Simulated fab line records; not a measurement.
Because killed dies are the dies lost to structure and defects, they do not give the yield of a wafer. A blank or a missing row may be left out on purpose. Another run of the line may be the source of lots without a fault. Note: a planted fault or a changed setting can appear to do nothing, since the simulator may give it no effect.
fab line records | flow n5_finfet
record lots=10 | wafers=30 | last_day=19
route steps=1938 shown BEOL_M13@1699 PASSIVATION@1936
lots untouched by any fault: they come from a run of this same line in which no faults occurred
start_h: the number of hours between the record's first day and the start of the first shown wafer of the lot | wait_h: hours elapsed since this lot's preceding step | " as in the row above | L1.1+2: one row covering several wafers at once | - value missing, or start not given | * or withheld: withheld | < > ~ a bound
route shown NAME@n: names a module that has steps shown in the file, with the first one's number in the route | usual: mean/standard deviation taken from wafers without a fault | same: alike in all rows | chamber/n: place in a boat | sites: readings site by site | _std_site: the values' standard deviation | _edge_site: mean of outer sites minus mean of inner sites | radius_mm: for every site, how far away it sits from the centre of the wafer | mask NAME#n: copy n | behind: tool/chamber where the wafer was last shaped | hold: reason for holding the lot/hours on hold/outcome of the hold | device: the n, p or np transistor that did not switch | end of line: the route-end tests of the same wafers | where a step has no rows: the recipe by itself | killed: count of dies lost to structure and defects at first sort (not the wafer's yield) | map: a wafer's dies, x killed, . not, _ none there
set.NAME: setting as actually run; set.NAME@STEP: the setting as run at that earlier step | model.NAME: the simulator's own value behind a step, which no gauge read
route steps across a sampled set of lots; one table per step, one row per wafer
services: when a tool's chamber went out of use (start_h, in hours from the record's first day, below 0 if earlier), for how many hours, and the reason
## steps
# step N5_BEOL_M13_STRIP_37
# recipe chemistry=N2/H2 | power_w=1000 | temp_c=250 | h2_frac=0.65 | overash_fraction=0.3 | pressure_mtorr=withheld | n2_flow_sccm=1750 | h2_flow_sccm=3250
# usual drypump_motor_current_A=6.1/0.58 | heater_power_w=344/26 | oes_product_au=0.784/0.012
lot.wafer | tool            | chamber | start_h | wait_h | drypump_motor_current_A | heater_power_w | oes_product_au | rf_hours_counter_h
L493.2    | plasma_asher-02 | 0       | 271.49  | 0.0    | 5.6                     | 368            | 0.798          | 135
L493.3    | "               | 1       | "       | "      | 6.6                     | 354            | 0.794          | -
L493.5    | "               | 1       | "       | "      | 6.7                     | 350            | 0.807          | -
L500.1    | plasma_asher-01 | 1       | 310.02  | 0.0    | 6.6                     | 333            | 0.790          | 74
L500.2    | "               | 0       | "       | "      | 5.3                     | 294            | 0.788          | 74
L500.4    | "               | 0       | "       | "      | 5.3                     | 292            | 0.796          | -
L499.4    | plasma_asher-01 | 0       | 310.19  | 0.1    | 5.3                     | 299            | 0.783          | -
L499.5    | "               | 0       | "       | "      | 5.3                     | 295            | 0.775          | -
L499.6    | "               | 1       | "       | "      | 6.6                     | 341            | 0.766          | -
L501.1    | plasma_asher-02 | 0       | 313.48  | 0.0    | 5.7                     | 359            | 0.787          | 142
L501.4    | "               | 1       | "       | "      | 6.7                     | 359            | 0.796          | -
L501.5    | "               | 0       | "       | "      | 5.7                     | 367            | 0.787          | -
L498.3    | plasma_asher-02 | 0       | 317.56  | 0.1    | 5.7                     | 365            | 0.802          | -
L498.4    | "               | 1       | "       | "      | 6.7                     | 356            | 0.776          | -
L498.5    | "               | 0       | "       | "      | 5.7                     | 365            | 0.787          | -
L502.4    | plasma_asher-01 | 1       | 318.19  | 0.1    | 6.6                     | 344            | 0.788          | -
L502.5    | "               | 0       | "       | "      | 5.3                     | 300            | 0.786          | -
L502.6    | "               | 1       | "       | "      | 6.6                     | 325            | 0.771          | -
L512.2    | plasma_asher-02 | 0       | 400.91  | 0.0    | 5.7                     | 365            | 0.778          | 154
L512.3    | "               | 1       | "       | "      | 6.7                     | 356            | 0.777          | -
L512.4    | "               | 0       | "       | "      | 5.7                     | 370            | 0.789          | -
L511.1    | plasma_asher-02 | 0       | 407.44  | 0.0    | 5.7                     | 369            | 0.776          | 156
L511.2    | "               | 1       | "       | "      | 6.7                     | 356            | 0.793          | 156
L511.4    | "               | 0       | "       | "      | 5.6                     | 360            | 0.807          | -
L514.2    | plasma_asher-02 | 1       | 415.06  | 0.0    | 6.7                     | 359            | 0.777          | 160
L514.3    | "               | 1       | "       | "      | 6.7                     | 362            | 0.785          | -
L514.5    | "               | 1       | "       | "      | 6.6                     | 347            | 0.777          | -
L513.3    | plasma_asher-02 | 0       | 420.22  | 0.1    | 5.7                     | 377            | 0.772          | -
L513.4    | "               | 1       | "       | "      | 6.7                     | 347            | 0.793          | -
L513.5    | "               | 0       | "       | "      | 5.7                     | 365            | 0.779          | -
# step N5_BEOL_M13_ETCH_38
# recipe chemistry=CF4/N2 | target=SiCN | target_depth_a=675 | taper_deg=2 | time_s=71.9 | ion_energy_ev=150 | mask_material=SiO2 | pressure_mtorr=40 | source_w=430 | bias_w=70 | Ar_flow_sccm=100 | cf4_flow_sccm=60 | n2_flow_sccm=60
# usual drypump_motor_current_A=6.0/0.49 | oes_product_au=0.78/0.099 | rf_vpp_V=382.0/1.7 | showerhead_plenum_p_Torr=2.19/0.06 | throttle_valve_pct=15.42/0.27
lot.wafer | tool        | chamber | start_h | wait_h | drypump_motor_current_A | oes_product_au | rf_hours_counter_h | rf_vpp_V | showerhead_plenum_p_Torr | throttle_valve_pct
L493.2    | rie_diel-02 | 0       | 271.61  | -      | 6.6                     | 0.72           | 176                | 382.1    | 2.19                     | 15.72
L493.3    | "           | 2       | "       | "      | 5.8                     | 0.69           | 242                | 381.6    | 2.17                     | 15.66
L493.5    | "           | 3       | "       | "      | 6.5                     | 0.75           | -                  | 380.4    | 2.11                     | 15.58
L500.1    | rie_diel-05 | 2       | 310.10  | -      | 6.7                     | 0.92           | 13                 | 381.4    | 2.18                     | 15.09
L500.2    | "           | 1       | "       | "      | 5.7                     | 0.66           | 242                | 380.0    | 2.10                     | 15.85
L500.4    | "           | 0       | "       | "      | 6.0                     | 0.86           | 46                 | 384.8    | 2.24                     | 15.03
L499.4    | rie_diel-02 | 3       | 310.31  | -      | 6.5                     | 0.75           | -                  | 378.6    | 2.11                     | 15.60
L499.5    | "           | 1       | "       | "      | 5.7                     | 0.67           | -                  | 384.2    | 2.27                     | 15.55
L499.6    | "           | 0       | "       | "      | 6.4                     | 0.71           | -                  | 382.5    | 2.19                     | 15.75
L501.1    | rie_diel-06 | 3       | 314.32  | -      | 5.5                     | 0.71           | 204                | 384.5    | 2.28                     | 15.70
L501.4    | "           | 0       | "       | "      | 6.5                     | 0.85           | -                  | 383.1    | 2.24                     | 15.23
L501.5    | "           | 3       | "       | "      | 5.6                     | 0.71           | -                  | 383.4    | 2.28                     | 15.69
L498.3    | rie_diel-06 | 1       | 318.93  | -      | 5.8                     | 0.71           | 181                | 379.3    | 2.11                     | 15.28
L498.4    | "           | 0       | "       | "      | 6.5                     | 0.84           | 71                 | 382.7    | 2.24                     | 15.23
L498.5    | "           | 3       | "       | "      | 5.6                     | 0.71           | -                  | 383.2    | 2.28                     | 15.69
L502.4    | rie_diel-06 | 0       | 319.76  | -      | 6.5                     | 0.85           | 71                 | 382.2    | 2.24                     | 15.24
L502.5    | "           | 0       | "       | "      | 6.5                     | 0.85           | -                  | 382.1    | 2.24                     | 15.25
L502.6    | "           | 1       | "       | "      | 5.8                     | 0.72           | -                  | 379.0    | 2.11                     | 15.28
L512.2    | rie_diel-05 | 2       | 403.30  | -      | 6.7                     | 0.87           | 32                 | 382.1    | 2.17                     | 15.14
L512.3    | "           | 0       | "       | "      | 5.9                     | 0.82           | 80                 | 384.2    | 2.23                     | 15.10
L512.4    | "           | 3       | "       | "      | 5.2                     | 0.94           | -                  | 381.9    | 2.18                     | 15.20
L511.1    | rie_diel-05 | 3       | 407.77  | -      | 5.2                     | 0.94           | 14                 | 381.7    | 2.18                     | 15.23
L511.2    | "           | 2       | "       | "      | 6.8                     | 0.87           | 34                 | 381.5    | 2.17                     | 15.14
L511.4    | "           | 0       | "       | "      | 6.0                     | 0.81           | -                  | 383.5    | 2.23                     | 15.11
L514.2    | rie_diel-05 | 2       | 417.87  | -      | 6.7                     | 0.87           | 40                 | 381.3    | 2.17                     | 15.14
L514.3    | "           | 3       | "       | "      | 5.2                     | 0.93           | 19                 | 381.3    | 2.18                     | 15.22
L514.5    | "           | 0       | "       | "      | 5.9                     | 0.80           | -                  | 383.4    | 2.23                     | 15.12
L513.3    | rie_diel-02 | 3       | 420.99  | -      | 6.5                     | 0.72           | 183                | 381.6    | 2.09                     | 15.68
L513.4    | "           | 2       | "       | "      | 5.8                     | 0.94           | 27                 | 380.6    | 2.16                     | 15.24
L513.5    | "           | 0       | "       | "      | 6.5                     | 0.69           | -                  | 381.9    | 2.18                     | 15.81
# step N5_BEOL_M13_SPUTTER_44
# recipe material=Ta | target_thk_a=100 | temp_c=50 | bias_v=80 | power_w=15000 | chamber_pressure_pa=0.07 | time_s=16.13
# usual throttle_valve_pct=29.3/1.2
lot.wafer | tool           | chamber | start_h | wait_h | throttle_valve_pct
L493.2    | pvd_sputter-01 | -       | 271.96  | 0.0    | 28.9
L493.3    | "              | -       | "       | "      | 28.5
L493.5    | "              | -       | "       | "      | 29.8
L500.1    | pvd_sputter-03 | -       | 310.46  | 0.0    | 29.1
L500.2    | "              | -       | "       | "      | 29.2
L500.4    | "              | -       | "       | "      | 30.2
L499.4    | pvd_sputter-01 | -       | 312.48  | 0.0    | 29.7
L499.5    | "              | -       | "       | "      | 28.9
L499.6    | "              | -       | "       | "      | 28.3
L501.1    | pvd_sputter-03 | -       | 315.18  | 0.0    | 29.4
L501.4    | "              | -       | "       | "      | 30.0
L501.5    | "              | -       | "       | "      | 29.0
L498.3    | pvd_sputter-02 | -       | 319.51  | 0.0    | 30.2
L498.4    | "              | -       | "       | "      | 28.5
L498.5    | "              | -       | "       | "      | 26.6
L502.4    | pvd_sputter-02 | -       | 321.93  | 0.0    | 30.7
L502.5    | "              | -       | "       | "      | 30.6
L502.6    | "              | -       | "       | "      | 26.6
L512.2    | pvd_sputter-03 | -       | 403.91  | 0.0    | 30.0
L512.3    | "              | -       | "       | "      | 29.7
L512.4    | "              | -       | "       | "      | 29.2
L511.1    | pvd_sputter-01 | -       | 408.72  | 0.0    | 28.7
L511.2    | "              | -       | "       | "      | 30.7
L511.4    | "              | -       | "       | "      | 28.6
L514.2    | pvd_sputter-02 | -       | 418.50  | 0.0    | 30.7
L514.3    | "              | -       | "       | "      | 26.9
L514.5    | "              | -       | "       | "      | 27.1
L513.3    | pvd_sputter-02 | -       | 421.64  | 0.0    | 30.2
L513.4    | "              | -       | "       | "      | 26.8
L513.5    | "              | -       | "       | "      | 28.5
# step N5_BEOL_M13_CMP_49
# recipe stop_on=SiOC | t_overpolish_s=17.1 | down_force_psi=1 | platen_rpm=50 | clearing_platen_down_force_psi=1.5 | clearing_platen_rpm=50 | post_cmp_clean=cu_alkaline | target_thk_nm=420 | clearing_platen_pad_velocity_m_s=0.99484 | pad_velocity_m_s=0.99484
# usual barrier_field_endpoint_s=30.5/0.97 | clearing_platen_rpm=50.001/0.028 | head_pressure_psi=1.0000/0.0021 | motor_current_A=5.9/0.58 | overpolish_run_s=17.101/0.0086 | pad_life_wafers=1143/570 | slurry_flow_ml_min=150.0/0.46
lot.wafer | tool   | chamber | start_h | wait_h | barrier_field_endpoint_s | clearing_platen_rpm | head_pressure_psi | motor_current_A | overpolish_run_s | pad_life_wafers | slurry_flow_ml_min
L493.2    | cmp-04 | 0       | 272.62  | 0.2    | 31.1                     | 49.993              | 1.0003            | 5.3             | 17.113           | 468             | 149.7
L493.3    | "      | 1       | "       | "      | 30.8                     | 50.057              | 0.9973            | 5.6             | 17.097           | 469             | 149.8
L493.5    | "      | 0       | "       | "      | 31.3                     | 50.014              | 1.0043            | 5.5             | 17.102           | -               | 149.6
L500.1    | cmp-01 | 2       | 311.12  | 0.3    | 31.6                     | 50.011              | 0.9969            | 6.1             | 17.099           | 1236            | 149.4
L500.2    | "      | 0       | "       | "      | 30.1                     | 50.025              | 1.0039            | 6.6             | 17.094           | 1238            | 149.9
L500.4    | "      | 1       | "       | "      | 31.9                     | 49.974              | 0.9986            | 5.2             | 17.115           | 1239            | 150.2
L499.4    | cmp-01 | 0       | 313.38  | 0.2    | 29.3                     | 50.000              | 0.9988            | 6.6             | 17.088           | 1251            | 149.8
L499.5    | "      | 1       | "       | "      | 30.5                     | 50.005              | 1.0006            | 5.5             | 17.113           | -               | 150.4
L499.6    | "      | 2       | "       | "      | 30.7                     | 49.960              | 0.9986            | 6.3             | 17.099           | -               | 150.5
L501.1    | cmp-01 | 1       | 316.19  | 0.6    | 30.6                     | 49.968              | 1.0003            | 5.4             | 17.085           | 1292            | 148.9
L501.4    | "      | 2       | "       | "      | 30.7                     | 50.005              | 0.9989            | 6.3             | 17.098           | 1293            | 150.7
L501.5    | "      | 3       | "       | "      | 29.6                     | 50.046              | 0.9982            | 6.0             | 17.086           | -               | 149.1
L498.4    | cmp-04 | 3       | 320.34  | 0.2    | 31.3                     | 50.024              | 1.0000            | 4.9             | 17.107           | 890             | 150.5
L498.3    | "      | 0       | "       | "      | 30.8                     | 50.039              | 0.9955            | 5.2             | 17.096           | 891             | 150.4
L498.5    | "      | 1       | "       | "      | 31.0                     | 49.999              | 1.0011            | 5.8             | 17.110           | -               | 149.8
L502.4    | cmp-01 | 2       | 322.67  | 0.2    | 31.8                     | 49.992              | 0.9974            | 6.1             | 17.106           | 1340            | 149.3
L502.6    | "      | 0       | "       | "      | 30.0                     | 50.014              | 1.0025            | 6.5             | 17.105           | -               | 150.5
L502.5    | "      | 1       | "       | "      | 24.6                     | 49.964              | 1.2504            | 6.3             | 17.089           | -               | 150.1
L512.3    | cmp-01 | 0       | 404.78  | 0.2    | 29.3                     | 50.039              | 1.0058            | 6.6             | 17.090           | 1975            | 150.3
L512.4    | "      | 1       | "       | "      | 30.3                     | 50.001              | 1.0001            | 5.6             | 17.099           | 1976            | 150.0
L512.2    | "      | 2       | "       | "      | 30.2                     | 50.033              | 1.0026            | 6.2             | 17.118           | 1977            | 150.3
L511.4    | cmp-01 | 0       | 409.38  | 0.1    | 29.8                     | 50.031              | 0.9994            | 6.7             | 17.111           | 2004            | 149.9
L511.1    | "      | 1       | "       | "      | 31.2                     | 49.976              | 0.9980            | 5.2             | 17.105           | 2005            | 150.3
L511.2    | "      | 3       | "       | "      | 30.1                     | 50.021              | 0.9991            | 5.8             | 17.091           | 2007            | 149.8
L514.3    | cmp-01 | 0       | 419.38  | 0.2    | 29.2                     | 50.034              | 1.0030            | 6.6             | 17.116           | 2076            | 150.3
L514.2    | "      | 1       | "       | "      | 32.0                     | 49.995              | 0.9973            | 5.5             | 17.099           | 2077            | 149.1
L514.5    | "      | 0       | "       | "      | 29.4                     | 50.008              | 0.9984            | 6.5             | 17.101           | -               | 150.3
L513.4    | cmp-03 | 3       | 422.30  | 0.1    | 30.6                     | 49.989              | 1.0005            | 5.0             | 17.096           | 522             | 150.2
L513.3    | "      | 1       | "       | "      | 30.5                     | 49.991              | 1.0034            | 6.4             | 17.105           | 524             | 149.3
L513.5    | "      | 3       | "       | "      | 30.7                     | 49.973              | 1.0013            | 5.1             | 17.109           | -               | 150.2
# step N5_PASSIVATION_PROBE_49
# usual defect_limited_yield=91.3/1.4 | killed_at_M0_to_M3=33/11 | killed_at_M4_up=15/6.2 | killed_at_contacts=13/6.5 | killed_at_front_end=38/11 | killed_at_other=3.4/2.6 | killed_dies=102/17 | killed_open=67/12 | killed_short=34/7.9 | sort_bin_5_function=5.1/0.88 | sort_bin_6_memory=3.3/0.65 | sort_n_pass=1078/17 | sort_yield_pct=91.3/1.4
# same gross_dies=1180 | killed_at_back_side=0 | sort_bin_4_leakage[%]=0 | sort_bin_8_speed[%]=0
lot.wafer | tool      | chamber | start_h | wait_h | defect_limited_yield[%] | killed_at_M0_to_M3 | killed_at_M4_up | killed_at_contacts | killed_at_front_end | killed_at_other | killed_dies | killed_open | killed_short | sort_bin_5_function[%] | sort_bin_6_memory[%] | sort_n_pass | sort_yield_pct[%]
L500.1    | prober-02 | -       | 340.37  | 0.0    | 89.4                    | 34                 | 26              | 12                 | 44                  | 9               | 125         | 85          | 40           | 6.4                    | 4.0                  | 1055        | 89.4
L500.2    | prober-02 | -       | 340.42  | 0.1    | 90.3                    | 39                 | 18              | 14                 | 39                  | 5               | 115         | 82          | 30           | 5.5                    | 4.0                  | 1065        | 90.3
L500.4    | prober-02 | -       | 340.52  | 0.2    | 90.1                    | 37                 | 8               | 14                 | 49                  | 9               | 117         | 63          | 51           | 5.9                    | 3.1                  | 1063        | 90.1
L511.1    | prober-02 | -       | 435.84  | 0.0    | 91.5                    | 26                 | 12              | 16                 | 42                  | 4               | 100         | 72          | 28           | 4.7                    | 3.6                  | 1080        | 91.5
L511.2    | prober-02 | -       | 435.89  | 0.1    | 89.2                    | 39                 | 10              | 19                 | 55                  | 5               | 128         | 73          | 45           | 5.9                    | 4.2                  | 1052        | 89.2
L511.4    | prober-02 | -       | 435.99  | 0.2    | 91.5                    | 33                 | 5               | 17                 | 44                  | 1               | 100         | 63          | 31           | 4.7                    | 3.2                  | 1080        | 91.5
# killed by level:class
L500.1 BEOL_M4:geometric_particle:open=15 STI_FIN_REVEAL:geometric_particle:open=11 MOL_CONTACT_COAG:geometric_particle:open=10 FIN_SAQP:geometric_particle:open=9 GATE_CUT:geometric_particle:short=7 BEOL_M0_SAQP:geometric_particle:open=6 BEOL_M0_SAQP:geometric_particle:short=6 BEOL_M0:geometric_particle:open=6
L500.2 MOL_CONTACT_COAG:geometric_particle:open=12 BEOL_M2:geometric_particle:open=12 FIN_SAQP:geometric_particle:open=11 BEOL_M3:geometric_particle:open=11 FIN_SAQP:geometric_particle:short=10 BEOL_M4:geometric_particle:open=8 BEOL_M0_SAQP:geometric_particle:short=6 BEOL_M0_SAQP:geometric_particle:open=6
L500.4 FIN_SAQP:geometric_particle:short=17 FIN_SAQP:geometric_particle:open=13 BEOL_M0_SAQP:geometric_particle:short=9 MOL_CONTACT_COAG:geometric_particle:open=8 BEOL_M3:geometric_particle:open=8 MOL_CONTACT_COAG:geometric_particle:short=6 BEOL_M0_SAQP:geometric_particle:open=6 BEOL_M5:geometric_particle:open=6
L511.1 FIN_SAQP:geometric_particle:open=13 MOL_CONTACT_COAG:geometric_particle:open=11 BEOL_M2:geometric_particle:open=10 BEOL_M4:geometric_particle:open=6 FIN_SAQP:geometric_particle:short=5 GATE_CUT:geometric_particle:short=5 GATE_CUT:geometric_particle:open=5 MOL_CONTACT_COAG:geometric_particle:short=5
L511.2 MOL_CONTACT_COAG:geometric_particle:open=16 FIN_SAQP:geometric_particle:short=13 FIN_SAQP:geometric_particle:open=9 GATE_CUT:geometric_particle:short=9 BEOL_M2:geometric_particle:open=9 BEOL_M3:geometric_particle:open=8 HKMG_FIN:area_etch=8 BEOL_M1:geometric_particle:open=7
L511.4 MOL_CONTACT_COAG:geometric_particle:open=14 FIN_SAQP:geometric_particle:open=9 BEOL_M2:geometric_particle:open=7 STI_FIN_REVEAL:geometric_particle:open=6 BEOL_M0_SAQP:geometric_particle:short=6 FIN_SAQP:geometric_particle:short=5 BEOL_M0_SAQP:geometric_particle:open=5 BEOL_M0:geometric_particle:open=5
## services
tool            | chamber | start_h | hours | kind
rie_diel-05     | 2       | 250.56  | -     | clean
rie_diel-05     | 2       | 250.56  | -     | consumable_replace:focus_ring
rie_diel-05     | 2       | 250.56  | 17.4  | scheduled_down
rie_diel-05     | 2       | 250.56  | 17.4  | vent_cycle
cmp-04          | -       | 263.49  | 6.0   | pm
cmp-01          | -       | 273.51  | 0.9   | repair
cmp-03          | -       | 283.89  | 7.5   | pm
plasma_asher-01 | -       | 300.37  | 4.0   | repair
cmp-03          | -       | 308.07  | 11.6  | pm
cmp-01          | -       | 318.87  | 1.8   | repair
rie_diel-06     | 1       | 319.92  | 6.7   | repair
cmp-03          | -       | 329.75  | 10.7  | repair
cmp-03          | -       | 351.22  | 4.0   | pm
rie_diel-06     | 3       | 357.07  | 4.4   | repair
rie_diel-05     | 3       | 357.31  | -     | clean
rie_diel-05     | 2       | 361.93  | 29.1  | repair
pvd_sputter-01  | -       | 370.77  | 4.7   | repair
plasma_asher-02 | -       | 371.90  | 14.6  | pm
plasma_asher-02 | -       | 386.50  | 2.8   | pm
cmp-01          | -       | 391.69  | 3.3   | repair
cmp-04          | -       | 394.69  | 2.8   | repair
plasma_asher-02 | -       | 403.44  | 0.7   | repair
plasma_asher-01 | -       | 405.21  | 15.6  | pm
cmp-03          | -       | 410.12  | 1.4   | repair
## key
first_sign step=N5_BEOL_M13_CMP_49 | reading=head_pressure_psi | direction=up | sigmas=99+ | usual=1.0000 | struck=1.2504
effect step=N5_BEOL_M13_CMP_49 | reading=barrier_field_endpoint_s | direction=down | sigmas=6.1 | usual=30.5 | struck=24.6
met_at N5_BEOL_M13_CMP_49
struck_lots L502
struck_wafers L502.5
not_acting_at N5_BEOL_M13_STRIP_37,N5_BEOL_M13_ETCH_38,N5_BEOL_M13_SPUTTER_44
onset_between 316.19 322.67
fault kind=process_parameter_drift | tool=cmp-01 | chamber=1 | onset_h=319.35 | steps=N5_BEOL_M13_CMP_49 | channel=down_force_psi | offset=0.2498 | shape=step | end_h=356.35 | acts_in=these_recipes_only | stated=1
